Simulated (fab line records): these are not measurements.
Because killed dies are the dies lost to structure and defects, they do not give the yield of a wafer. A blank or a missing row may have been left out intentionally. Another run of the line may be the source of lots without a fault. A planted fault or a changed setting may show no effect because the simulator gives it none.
A struck lot beside a sound one | flow n5_finfet | 36 out of 1938 route steps
Sound: the wafers L877.1, L877.2, L877.3. Struck: wafer L872.3 (left out: L872.1, L872.5 of the same lot, which were not struck); the cause appears at the end.
Order at every step that has rows: each side's tool, ch and its chambers, its first start. Under that, the readings that differ: sound wafers | struck wafers | difference of the means | sigmas: that difference in standard deviations of wafers without a fault.
alike: readings with means less than 2 such deviations apart, plus words and numbers identical on both sides. not compared: withheld readings, readings lacking a value on some wafer, bounds such as >300 that could conceal the same value, and numbers that have no deviation in the record and whose values overlap.
The two part at a step that has a row with sigmas, a row that says differs or no value, or rows on one side only. When numbers do not overlap yet have no deviation, they are printed without sigmas and do not part them. A reading missing from all wafers of one side parts the sides only when that side holds two or more wafers.

first, 9 steps without rows for these wafers: N5_BEOL_M4_ANNEAL_95 (time 240 s); N5_BEOL_M4_SPUTTER_96 (material Cu, target thk 4.5 nm, time 8.29 s); N5_BEOL_M4_ECD_50 (material Cu, target thk 300 nm); N5_BEOL_M4_ANNEAL_51 (time 90 s); N5_BEOL_M4_CMP_52 (polishes, stops on SiOC, t overpolish 6.8 s, target thk 40 nm); N5_BEOL_M4_PRE_CLEAN_60 (time 15 s); N5_BEOL_M4_CO_CAP_55 (material Co, precursor CCTBA/H2, target thk 2 nm, time 102.1 s); N5_BEOL_M4_PRE_CLEAN_56 (time 15 s); N5_BEOL_M4_DEP_57 (deposits SiCN from 3MS/NH3, target thk 8 nm, time 14 s).
N5_BEOL_M4_RC_MEAS_101:
  sound on prober-01 ch 0, day 11 18:58; struck on prober-02 ch 0, day 11 11:08
  alike: DIBL_N, DIBL_P, IOFF_N, IOFF_P, ION_N, ION_P, SS_N, SS_P, VT_N, VT_P
then, 24 steps without rows for these wafers: N5_BEOL_M5_ILD_DEP_00 (deposits SiCOH lowk from DEMS/porogen, target thk 140.64 nm, time 25.9 s); N5_BEOL_M5_CURE_79 (cures SiCOH lowk, time 240 s); N5_BEOL_M5_PECVD_70 (deposits SiO2 from TEOS/O2, target thk 16 nm, time 18 s); N5_BEOL_M5_HM_DEP_02 (deposits TiN, target thk 20 nm); N5_BEOL_M5_COAT_59 (time 60 s, resist thk 60 nm); N5_BEOL_M5_COAT_60 (time 60 s, resist thk 12 nm); N5_BEOL_M5_COAT_71 (time 60 s, resist thk 5 nm); N5_BEOL_M5_COAT_05 (resist thk 30 nm); N5_BEOL_M5_EBR_07; N5_BEOL_M5_SOFTBAKE_06 (time 60 s); N5_BEOL_M5_EXPOSE_08 (exposes mask M5, target cd 28 nm); N5_BEOL_M5_PEB_09 (peb time 60 s); N5_BEOL_M5_DEVELOP_10 (develop time 30 s); N5_BEOL_M5_DESCUM_16 (chemistry O2, time 7 s); N5_BEOL_M5_ETCH_72 (etches underlayer in N2/H2, target depth 6.5 nm, time 5.2 s); N5_BEOL_M5_ETCH_61 (etches SiARC in CF4, target depth 15.6 nm, time 26 s); N5_BEOL_M5_ETCH_62 (etches SOC in N2/H2, target depth 75 nm, overetch 15 nm, time 112.5 s); N5_BEOL_M5_STRIP_63 (strips in N2/H2); N5_BEOL_M5_STRIP_73 (strips in N2/H2); N5_BEOL_M5_STRIP_64 (strips in CF4); N5_BEOL_M5_HM_OPEN_17 (chemistry Cl2/BCl3, target TiN, target depth 20 nm, overetch 6 nm); N5_BEOL_M5_STRIP_19 (strips in O2); N5_BEOL_M5_COAT_65 (time 60 s, resist thk 60 nm); N5_BEOL_M5_COAT_66 (time 60 s, resist thk 12 nm).
-- the record jumps here: 3 days lie between the struck wafers' starts before and after (it left off in module BEOL_M5 and takes up again in module BEOL_M11, whose first step shown is number 1575 of the route) --
N5_BEOL_M11_VIA_ETCH_34: etches SiCOH lowk in C4F6/O2, target depth 184.5 nm, time 69.2 s.
  sound on rie_diel-02 ch 1,2,3, day 14 12:36; struck on rie_diel-04 ch 3, day 14 03:09
  reading                                   | sound             | struck | difference | sigmas
  run_length_s (s)                          | 92.6 92.6 92.5    | 64.1   | -28.5      | -79
  model.etch.depth_nm (nm)                  | 184.7 182.8 186.9 | 110.5  | -74.3      |
  model.SOC_of_BEOL_M11_COAT_63.thk_nm (nm) | 92 91.8 91.8      | 94.6   | +2.7       |
  alike: C4F6_flow_sccm, drypump_motor_current_A, oes_ar_750_au, oes_product_au, rf_vpp_V, showerhead_plenum_p_Torr, throttle_valve_pct
  not compared: rf_fwd_power_W, rf_hours_counter_h
-- here the record skips 2 days between the struck wafers' starts before and after, leaving off in module BEOL_M11 and picking up in module PASSIVATION (first step shown: number 1936 of the route) --
N5_PASSIVATION_PROBE_49:
  sound on prober-01, day 16 08:23; struck on prober-02, day 16 08:01
  reading                  | sound | struck | difference | sigmas
  defect_limited_yield (%) | 89.6  | 0      | -90        | -60
  killed_at_M4_up          | 17    | 1115   | +1098      | +99 or more
  killed_at_other          | 13    | 2      | -11        | -4
  killed_dies              | 123   | 1180   | +1057      | +59
  killed_on_rim            | 12    | 152    | +140       | +31
  killed_short             | 45    | 20     | -25        | -3
  sort_bin_5_function (%)  | 6.4   | 98.0   | +91.6      | +92
  sort_bin_6_memory (%)    | 3.6   | 2.0    | -1.6       | -2
  sort_n_pass              | 1057  | 0      | -1057      | -59
  sort_yield_pct (%)       | 89.6  | 0      | -90        | -60
  alike: killed_at_M0_to_M3, killed_at_contacts, killed_at_front_end, killed_open

## WHERE THEY PART
Earliest at N5_BEOL_M11_VIA_ETCH_34; latest, in this record, at N5_PASSIVATION_PROBE_49.

WHY: what had been put in by the simulator
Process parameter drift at N5_BEOL_M11_VIA_ETCH_34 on rie_diel-04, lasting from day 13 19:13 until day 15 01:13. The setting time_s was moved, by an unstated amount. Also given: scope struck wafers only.
